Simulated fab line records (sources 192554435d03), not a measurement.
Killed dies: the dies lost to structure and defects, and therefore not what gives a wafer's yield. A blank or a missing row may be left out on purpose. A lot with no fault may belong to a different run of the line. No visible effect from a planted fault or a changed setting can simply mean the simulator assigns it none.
Comparing a struck lot with a sound one | flow n5-finfet | 14 out of 1938 route steps
Sound: the wafers L709.4, L709.5, L709.6. Wafers L704.2, L704.3, L704.4 were the ones struck. At the end, the cause is stated.
Each step with rows lists, per side, the tool, then ch with its chambers, then its first start. Under that, the readings that differ: sound wafers | struck wafers | difference of the means | sigmas: that difference in standard deviations of wafers without a fault.
alike: readings with means less than 2 such deviations apart, plus words and numbers identical on both sides. not compared: withheld readings, readings lacking a value on some wafer, bounds such as >300 that could conceal the same value, and numbers that have no deviation in the record and whose values overlap.
A row with sigmas, a row that says differs or no value, or rows on one side alone: a step with any of these is where the two part. Numbers that have no deviation but don't overlap get no sigmas and don't part them. A reading that every wafer of one side lacks parts them only if that side has two wafers or more.

first, 2 steps without rows for these wafers: N5_HKMG_FIN_STRIP_92 (strips SOC in N2/H2, time 20 s); N5_HKMG_FIN_WET_ETCH_18 (etches TiN in SC1, time 55 s, target depth 5.2 nm, rinse time 30 s).
N5_HKMG_FIN_STRIP_19: strips in N2/H2, time 360 s.
  sound on plasma-asher-02 ch 0,1, day 8 20:19; struck on plasma-asher-01 ch 0,1, day 7 09:38
  alike: drypump-motor-current-A, heater-power-w
  not compared: rf-hours-counter-h
N5_HKMG_FIN_ALD_91: deposits TiN, target thk 1 nm, pulse time 1 s, purge time 3 s.
  sound on ald-metal-03 ch 1,2,3, day 8 20:35; struck on ald-metal-01 ch 0,1,2, day 7 10:01
  alike: heater-power-w, precursor-pulse-height-rel
then, 1 step without rows for these wafers: N5_HKMG_FIN_COAT_85 (time 60 s, resist thk 300 nm).
N5_HKMG_FIN_ETCH_86: etches SOC in N2/H2, stops on TiN, target depth 393.2 nm.
  sound on rie-diel-06 ch 1,2,3, day 8 21:01; struck on rie-diel-06 ch 1,3, day 7 10:35
  alike: bias-w, chamber-pressure-mTorr, drypump-motor-current-A, oes-product-au, rf-vpp-V, showerhead-plenum-p-Torr, throttle-valve-pct
  not compared: rf-hours-counter-h
N5_HKMG_FIN_STRIP_89: strips SOC in N2/H2, time 20 s.
  sound on rie-diel-06 ch 1,2,3, day 8 21:05; struck on rie-diel-06 ch 1,3, day 7 10:38
  alike: drypump-motor-current-A, oes-product-au, rf-vpp-V, showerhead-plenum-p-Torr, throttle-valve-pct
  not compared: rf-hours-counter-h
then, 2 steps without rows for these wafers: N5_HKMG_FIN_WET_ETCH_87 (etches TiN in SC1, time 154.2 s, target depth 4.7 nm, rinse time 30 s); N5_HKMG_FIN_STRIP_88 (strips in N2/H2, time 360 s).
N5_HKMG_FIN_NWFM_ALD_20: deposits TiAlC, target thk 2 nm, pulse time 3 s, purge time 2 s.
  sound on ald-metal-02 ch 2,3, day 8 21:37; struck on ald-metal-01 ch 0,1,2, day 7 11:13
  alike: heater-power-w, precursor-pulse-height-rel
then, 2 steps without rows for these wafers: N5_HKMG_FIN_ALD_71 (deposits TiN, target thk 1 nm, pulse time 1 s, purge time 3 s); N5_HKMG_FIN_COAT_66 (time 60 s, resist thk 300 nm).
N5_HKMG_FIN_ETCH_67: etches SOC in N2/H2, stops on TiN, target depth 388.9 nm.
  sound on rie-diel-04 ch 0,1,3, day 8 22:04; struck on rie-diel-04 ch 1,2,3, day 7 11:39
  no value came back on the struck wafers for any of 7 readings (bias-w (W), chamber-pressure-mTorr (mTorr) and others); on the sound wafers bias-w (W) reads 61.19 61.18 61.04
  reading                                   | sound         | struck            | difference | sigmas
  model.SOC_of_HKMG_FIN_COAT_66.thk-nm (nm) | 12.4 8.2 17.2 | 298.6 298.6 298.8 | +286.1     |
  not compared: rf-hours-counter-h
then, 1 step without rows for these wafers: N5_HKMG_FIN_STRIP_90 (strips SOC in N2/H2, time 20 s).

== WHERE THEY PART ==
N5_HKMG_FIN_ETCH_67 only, going by this record.

WHY: the cause the simulator had injected
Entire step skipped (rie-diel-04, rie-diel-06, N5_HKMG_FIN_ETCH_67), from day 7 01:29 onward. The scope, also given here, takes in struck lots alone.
